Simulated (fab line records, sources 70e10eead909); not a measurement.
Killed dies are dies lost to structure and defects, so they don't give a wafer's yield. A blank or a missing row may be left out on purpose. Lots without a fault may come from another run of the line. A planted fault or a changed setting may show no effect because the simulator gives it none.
Which tool did it? | flow nand_harc | 6 lots, 18 wafers sampled, at 4 steps of a route of 1302

WHAT THE GAUGES READ, wafer by wafer
NHARC_A_SGD_CUT_CD_MEAS_09: target cd 100 nm.
lot  | measured     | on        | cd_nm (nm)
L952 | day 19 14:07 | cd_sem-03 | 99.1 100.0 100.3
L958 | day 21 08:32 | cd_sem-01 | 102.6 102.4 102.5
L962 | day 24 07:07 | cd_sem-03 | 101.8 101.7 100.9
L966 | day 25 04:55 | cd_sem-02 | 100.4 100.9 100.5
L971 | day 27 15:31 | cd_sem-01 | 100.6 100.4 99.4
L973 | day 28 05:41 | cd_sem-03 | 100.8 99.5 100.2

WHICH TOOL RAN EACH LOT (tool, then ch and the chambers of the sampled wafers, then the start)
lot  | NHARC_A_STAIRCASE_CMP_152     | NHARC_A_SGD_CUT_DEP_00          | NHARC_A_SGD_CUT_EXPOSE_06
L952 | cmp-01 ch 2,3, day 19 11:37   | pecvd-04 ch 0,1,2, day 19 13:26 | arfi_scanner-03 ch 0, day 19 13:59
L958 | cmp-03 ch 0,1,2, day 21 06:02 | pecvd-01 ch 1,2, day 21 07:49   | arfi_scanner-02 ch 0, day 21 08:24
L962 | cmp-04 ch 1,2,3, day 24 04:35 | pecvd-04 ch 0,1,2, day 24 06:23 | arfi_scanner-02 ch 0, day 24 06:58
L966 | cmp-04 ch 1,2,3, day 25 02:27 | pecvd-04 ch 0,2, day 25 04:20   | arfi_scanner-01 ch 0, day 25 04:46
L971 | cmp-01 ch 2,3, day 27 12:37   | pecvd-01 ch 0,1,2, day 27 14:52 | arfi_scanner-01 ch 0, day 27 15:23
L973 | cmp-04 ch 0,2,3, day 28 03:13 | pecvd-04 ch 0,1,2, day 28 04:58 | arfi_scanner-03 ch 0, day 28 05:34
- NHARC_A_STAIRCASE_CMP_152: polishes.
- NHARC_A_SGD_CUT_DEP_00: deposits SiNx, target thk 50 nm.
- NHARC_A_SGD_CUT_EXPOSE_06: exposes mask SGD.

THE ANSWER, worked out from the rows above alone
Rule: what is usual is taken from the lots themselves. Put in order of their means at a reading, lots are off if they are a third of the lots or fewer, leave a main group of 4 or more, and stand apart from it by a gap of 3 or more times the standard deviation of the main group's means; of several such gaps the widest counts. A main group whose means are all the same, to the digits that the tables above print for the reading, isn't used. A lot without any number at a reading at which 4 lots or more have one is off too. The other lots that the step has rows for count as sound.
Off: L958, L962, at NHARC_A_SGD_CUT_CD_MEAS_09 (cd_nm). The main group: mean 100.2 nm, standard deviation 0.28.
A tool fits if, at a process step before that reading, it ran every lot that is off, and no sound lot after the first of them. The gauges at NHARC_A_SGD_CUT_CD_MEAS_09 are tried like those tools. One fits: arfi_scanner-02 at NHARC_A_SGD_CUT_EXPOSE_06. It ran no sound lot before its first lot that is off in this sample, so the start can't be narrowed down.

WHAT THE SIMULATOR HAD PUT IN
Process parameter drift: arfi_scanner-02, from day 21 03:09 on, at NHARC_A_SGD_CUT_EXPOSE_06. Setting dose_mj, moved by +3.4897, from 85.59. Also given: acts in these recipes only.
Lots struck among those shown: L958, L962. The rule above found the same.
